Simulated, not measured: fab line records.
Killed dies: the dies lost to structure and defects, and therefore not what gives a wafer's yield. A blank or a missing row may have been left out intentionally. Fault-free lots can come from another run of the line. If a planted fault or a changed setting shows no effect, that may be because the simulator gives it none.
Chamber matching + flow nand harc + 4 sister chambers for NHARC_P_GATE_DESCUM_48 on rie diel-10
The step chemistry O2, time 3 s. 8 wafers are shown with their chamber, then 10 later ones without.

## WAFERS WITH THEIR CHAMBER
| wafer  | chamber | showerhead plenum p Torr (Torr) | oes product au (a.u.) |
|--------|---------|---------------------------------|-----------------------|
| L078.1 | 0       | 1.99                            | 1.003                 |
| L078.2 | 1       | 1.86                            | 1.003                 |
| L081.1 | 2       | 1.79                            | 0.994                 |
| L084.2 | 0       | 1.98                            | 0.991                 |
| L084.4 | 3       | 2.02                            | 0.999                 |
| L084.6 | 2       | 1.79                            | 1.008                 |
| L085.3 | 1       | 1.86                            | 1.003                 |
| L085.5 | 3       | 2.02                            | 1.000                 |

## WAFERS WITHOUT THEIR CHAMBER
| wafer  | showerhead plenum p Torr (Torr) | oes product au (a.u.) |
|--------|---------------------------------|-----------------------|
| L085.6 | 1.79                            | 1.002                 |
| L087.2 | 2.02                            | 1.013                 |
| L087.3 | 1.86                            | 0.997                 |
| L087.5 | 1.79                            | 0.995                 |
| L088.1 | 1.98                            | 0.995                 |
| L088.2 | 2.02                            | 1.007                 |
| L088.4 | 1.86                            | 1.007                 |
| L095.3 | 1.79                            | 1.000                 |
| L095.5 | 1.98                            | 1.001                 |
| L095.6 | 1.86                            | 0.998                 |

## EACH ONE'S CHAMBER
| wafer  | from the rows above | in truth |
|--------|---------------------|----------|
| L085.6 | 2                   | 2        |
| L087.2 | 3                   | 3        |
| L087.3 | 1                   | 1        |
| L087.5 | 2                   | 2        |
| L088.1 | 0                   | 0        |
| L088.2 | 3                   | 3        |
| L088.4 | 1                   | 1        |
| L095.3 | 2                   | 2        |
| L095.5 | 0                   | 0        |
| L095.6 | 1                   | 1        |
Correctly placed: 10 of 10. From these rows, 0 cannot be placed. Placed wrongly: 0.
How it was worked out, from the rows above alone: a wafer's distance from a chamber is the root of the sum, over the readings, of the square of ((its reading less the chamber's mean) divided by the reading's scatter). If the next closest chamber is less than 2 further off than the closest, the wafer can't be placed; otherwise it belongs to the closest. A chamber's mean is the mean of its shown wafers. The scatter: the root of (the sum of the squares of (reading less its chamber's mean) over the shown wafers, divided by (wafers less chambers)).
